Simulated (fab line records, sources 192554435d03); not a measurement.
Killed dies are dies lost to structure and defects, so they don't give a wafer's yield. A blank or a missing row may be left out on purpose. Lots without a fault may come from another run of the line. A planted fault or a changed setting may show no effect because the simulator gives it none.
Split-lot experiment | flow n5_finfet | 7 lots, 21 wafers read, on a route of 1938 steps

THE SPLIT
At N5_GATE_CUT_COAT_27 (time 60 s, resist thk 10 nm), the setting spin_rpm was moved away from the recipe's 1500 rpm on 4 of the 21 wafers read, by +7.8% to +9.3%. The other wafers ran this setting at the recipe's value.

FROM THE SPLIT TO THE READING: what the file shows between them, 1 step
- N5_GATE_CUT_DESCUM_18: chemistry O2, time 7 s (also split here: time_s)

THE READING
etch.depth_nm (the simulator's own value, which no gauge read), in nm, at N5_GATE_CUT_ETCH_28 (etches underlayer in N2/H2, target depth 13 nm, time 10.4 s). The file gives no usual value for it. The 17 wafers here that ran the recipe average 10.010 nm, standard deviation 0.027 nm.

wafer  | tool, chamber at the split | spin_rpm as run, rpm | against the recipe | etch.depth_nm, nm | against lot-mates on the recipe
L078.1 | litho_track-04, 0          | 1500                 | recipe             | 9.99              | -
L078.2 | litho_track-04, 0          | 1500                 | recipe             | 9.961             | -
L078.6 | litho_track-04, 0          | 1500                 | recipe             | 9.953             | -
L080.1 | litho_track-01, 0          | 1640                 | +9.3%              | 9.617             | -0.383
L080.2 | litho_track-01, 0          | 1500                 | recipe             | 10                | -
L080.6 | litho_track-01, 0          | 1640                 | +9.3%              | 9.605             | -0.395
L092.1 | litho_track-05, 0          | 1500                 | recipe             | 10.01             | -
L092.3 | litho_track-05, 0          | 1500                 | recipe             | 10.01             | -
L092.4 | litho_track-05, 0          | 1500                 | recipe             | 10.03             | -
L093.2 | litho_track-04, 0          | 1500                 | recipe             | 10.02             | -
L093.5 | litho_track-04, 0          | 1500                 | recipe             | 10                | -
L093.6 | litho_track-04, 0          | 1638                 | +9.2%              | 9.573             | -0.437
L094.3 | litho_track-01, 0          | 1617                 | +7.8%              | 9.7               | -0.330
L094.4 | litho_track-01, 0          | 1500                 | recipe             | 10.03             | -
L094.5 | litho_track-01, 0          | 1500                 | recipe             | 10.03             | -
L096.1 | litho_track-04, 0          | 1500                 | recipe             | 10.03             | -
L096.5 | litho_track-04, 0          | 1500                 | recipe             | 10.04             | -
L096.6 | litho_track-04, 0          | 1500                 | recipe             | 10.06             | -
L097.2 | litho_track-01, 0          | 1500                 | recipe             | 10.01             | -
L097.4 | litho_track-01, 0          | 1500                 | recipe             | 10.02             | -
L097.5 | litho_track-01, 0          | 1500                 | recipe             | 9.979             | -

THE FIT
A straight line over all 21 wafers: etch.depth_nm changes by -0.0435 nm for each +1% of spin_rpm; r = -0.99; the points scatter about the line by 0.028 nm.
The same after taking each lot's own level away (the mean of its wafers on the recipe; 21 wafers): -0.0433 nm for each +1%; r = -1.00; scatter 0.016 nm.
On that fit, the largest move of spin_rpm shifts the reading by 0.4 nm.
The lots' own levels span 9.9680 to 10.0433 nm, that is 2.8 times the standard deviation above.
So the lot-to-lot level changes the slope little: the two slopes agree.
Check: with one of the wafers moved furthest among these (+9.3%) left out of the fit, the line predicts -0.413 nm for it against its lot-mates. It came out at -0.383 nm against them.

OTHER SPLITS ON THESE WAFERS
These wafers also went through other splits before the reading. Each is held against what the fit with the lots' levels taken away leaves over:
other split on the same wafers | wafers away from the commonest value | r with etch.depth_nm (lot level and that fit taken away)
N5_SD_EPI_P_EPI_21 time_s      | 8                                    | +0.15
N5_HKMG_FIN_COAT_41 spin_rpm   | 5                                    | -0.11
N5_HKMG_FIN_EXPOSE_46 dose_mj  | 7                                    | +0.04
N5_GATE_CUT_DESCUM_18 time_s   | 10                                   | -0.21

THE FILE'S OWN FIT
etch.depth_nm changes by -0.0441 nm for each +1% of spin_rpm, r = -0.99.
